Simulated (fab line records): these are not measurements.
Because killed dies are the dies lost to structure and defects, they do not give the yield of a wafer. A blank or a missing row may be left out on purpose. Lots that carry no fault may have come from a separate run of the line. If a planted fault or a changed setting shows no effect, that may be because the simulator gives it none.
Split-lot study    flow n5-finfet    21 wafers read across 7 lots, on a route 1938 steps long

## ABOUT THE SPLIT
At N5_PMOS_HMC_CHANNEL_EPI_EXPOSE_06 (exposes mask PMOS HMC BLK, target cd 240 nm), the setting dose-mj was moved away from the recipe's 41 on 8 of the 21 wafers read, by -2.7% to +4.8%. For the rest of the wafers, this setting stayed at what the recipe calls for.

## FROM THE SPLIT TO THE READING: what the file shows between them, 8 steps
- N5_PMOS_HMC_CHANNEL_EPI_PEB_07: peb time 60 s
- N5_PMOS_HMC_CHANNEL_EPI_DEVELOP_08: develop time 30 s
- N5_PMOS_HMC_CHANNEL_EPI_DESCUM_14: chemistry O2, time 7.9 s
- N5_PMOS_HMC_CHANNEL_EPI_ETCH_32: etches BARC in N2/H2, stops on SiO2, target depth 85.8 nm, time 50.3 s (also split here: bias-w)
- N5_PMOS_HMC_CHANNEL_EPI_HM_OPEN_15: chemistry CHF3/O2, target SiO2, target depth 40.6 nm, time 20.3 s
- N5_PMOS_HMC_CHANNEL_EPI_STRIP_33: strips in N2/H2
- N5_PMOS_HMC_CHANNEL_EPI_STRIP_17: strips in SPM, time 750 s
- N5_PMOS_HMC_CHANNEL_EPI_ETCH_38: etches SiO2 in CF4, target depth 1.5 nm

## THE READING
PMOS_HMC_CHANNEL_EPI.cd-nm (the simulator's own value, which no gauge read), in nm, at N5_PMOS_HMC_CHANNEL_EPI_FIN_RECESS_16 (chemistry HBr/Cl2, target Si, target depth 54 nm, time 18 s). The file gives no usual value for it. Across the 13 wafers here that went through the recipe, the average is 239.6 nm and the standard deviation 0.95 nm.

wafer   tool, chamber at the split  dose-mj as run  against the recipe  PMOS_HMC_CHANNEL_EPI.cd-nm, nm  against lot-mates on the recipe
L076.2  arfi-scanner-03, 0          41              recipe              240.3                           -
L076.3  arfi-scanner-03, 0          41              recipe              240.7                           -
L076.4  arfi-scanner-03, 0          41              recipe              240.8                           -
L078.2  arfi-scanner-03, 0          41              recipe              238.9                           -
L078.3  arfi-scanner-03, 0          41              recipe              239.1                           -
L078.5  arfi-scanner-03, 0          41              recipe              239.2                           -
L080.1  arfi-scanner-02, 0          41              recipe              238.4                           -
L080.2  arfi-scanner-02, 0          41              recipe              238.8                           -
L080.3  arfi-scanner-02, 0          41              recipe              238.3                           -
L083.1  arfi-scanner-01, 0          40.06           -2.3%               236.5                           no lot-mate on the recipe
L083.3  arfi-scanner-01, 0          40.06           -2.3%               236.1                           no lot-mate on the recipe
L083.6  arfi-scanner-01, 0          40.06           -2.3%               238.1                           no lot-mate on the recipe
L084.2  arfi-scanner-03, 0          41              recipe              238.9                           -
L084.3  arfi-scanner-03, 0          42.47           +3.6%               242.8                           +3.2
L084.4  arfi-scanner-03, 0          41              recipe              240.4                           -
L086.2  arfi-scanner-03, 0          42.95           +4.8%               243.2                           +2.8
L086.4  arfi-scanner-03, 0          41              recipe              240.4                           -
L086.6  arfi-scanner-03, 0          42.95           +4.8%               244.9                           +4.5
L097.3  arfi-scanner-02, 0          41              recipe              241.1                           -
L097.5  arfi-scanner-02, 0          39.9            -2.7%               239.3                           -1.8
L097.6  arfi-scanner-02, 0          39.9            -2.7%               237.6                           -3.5

THE FIT
A straight line over all 21 wafers: PMOS_HMC_CHANNEL_EPI.cd-nm changes by +0.889 nm for each +1% of dose-mj; r = +0.88; the points scatter about the line by 1.1 nm.
The same after taking each lot's own level away (the mean of its wafers on the recipe; 18 wafers): +0.839 nm for each +1%; r = +0.95; scatter 0.55 nm.
Per that fit: largest dose-mj move, reading shift of 4 nm.
The span of the lots' own levels, 238.50 to 241.10 nm, comes to 2.7 times the standard deviation stated above.
Consequently the slope shifts little with the lot-to-lot level, the two slopes agreeing.
Check: with one of the wafers moved furthest among these (+4.8%) left out of the fit, the line predicts +4.46 nm for it against its lot-mates. Against them it came out at +2.8 nm.

## FURTHER SPLITS ON THESE WAFERS
These wafers also went through other splits before the reading. Each is held against what the fit with the lots' levels taken away leaves over:
other split on the same wafers          wafers away from the commonest value  r with PMOS_HMC_CHANNEL_EPI.cd-nm (lot level and that fit taken away)
N5_ZERO_LAYER_EXPOSE_08 dose-mj         4                                     -0.33
N5_ZERO_LAYER_DESCUM_16 time-s          7                                     -0.21
N5_PMOS_HMC_CHANNEL_EPI_ETCH_32 bias-w  5                                     -0.10

## THE WHOLE CHAIN: every reading that the file lists as answering this split, in the file's order
step                                   what it does                                                            reading                                                                      change (the file's fit)                r (the file's)
N5_PMOS_HMC_CHANNEL_EPI_DESCUM_14      chemistry O2, time 7.9 s                                                PMOS_HMC_CHANNEL_EPI.cd-nm (the simulator's own value, which no gauge read)  +0.858 nm for each +1% of the setting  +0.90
N5_PMOS_HMC_CHANNEL_EPI_ETCH_32        etches BARC in N2/H2, stops on SiO2, target depth 85.8 nm, time 50.3 s  PMOS_HMC_CHANNEL_EPI.cd-nm (the simulator's own value, which no gauge read)  +0.835 nm for each +1% of the setting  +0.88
N5_PMOS_HMC_CHANNEL_EPI_FIN_RECESS_16  chemistry HBr/Cl2, target Si, target depth 54 nm, time 18 s             PMOS_HMC_CHANNEL_EPI.cd-nm (the simulator's own value, which no gauge read)  +0.841 nm for each +1% of the setting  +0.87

## THE FILE'S OWN FIT
PMOS_HMC_CHANNEL_EPI.cd-nm changes by +0.841 nm for each +1% of dose-mj, r = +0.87.
